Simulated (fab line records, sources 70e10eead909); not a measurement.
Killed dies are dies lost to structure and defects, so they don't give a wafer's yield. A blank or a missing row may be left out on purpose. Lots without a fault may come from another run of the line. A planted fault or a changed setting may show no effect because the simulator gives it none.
Chamber matching | flow nand_harc | NHARC_A_STAIRCASE_DEP_280 on pecvd-04: 3 sister chambers
The step deposits SiON, target thk 30 nm. 3 wafers are shown with their chamber, then 10 later ones without.

WAFERS WITH THEIR CHAMBER
wafer  | chamber | heater_power_w (W)
L089.3 | 1       | 908
L092.1 | 0       | 787
L092.2 | 2       | 798

WAFERS WITHOUT THEIR CHAMBER
wafer  | heater_power_w (W)
L092.5 | 826
L093.2 | 898
L093.4 | 753
L093.5 | 935
L096.1 | 930
L096.2 | 875
L096.5 | 818
L095.3 | 977
L095.5 | 757
L095.6 | 836

WHICH CHAMBER EACH WENT THROUGH
wafer  | from the rows above          | in truth
L092.5 | can't be placed: 2 or 0 or 1 | 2
L093.2 | 1                            | 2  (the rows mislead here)
L093.4 | can't be placed: 0 or 2      | 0
L093.5 | 1                            | 1
L096.1 | 1                            | 1
L096.2 | can't be placed: 1 or 2 or 0 | 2
L096.5 | can't be placed: 2 or 0      | 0
L095.3 | 1                            | 1
L095.5 | can't be placed: 0 or 2      | 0
L095.6 | can't be placed: 2 or 0 or 1 | 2
Placed correctly: 3 of 10. Can't be placed from these rows: 6 (the true chamber is among the candidates in 6). Placed wrongly: 1.
How it was worked out, from the rows above alone: a wafer's distance from a chamber is the root of the sum, over the readings, of the square of ((its reading less the chamber's mean) divided by the reading's scatter). The wafer belongs to the nearest chamber; if the next one is less than 2 further off, it can't be placed. A chamber's mean is the mean of its shown wafers. The scatter: with one shown wafer a chamber, the root of the mean of the squares of how far each hidden wafer lies from its nearest shown one.
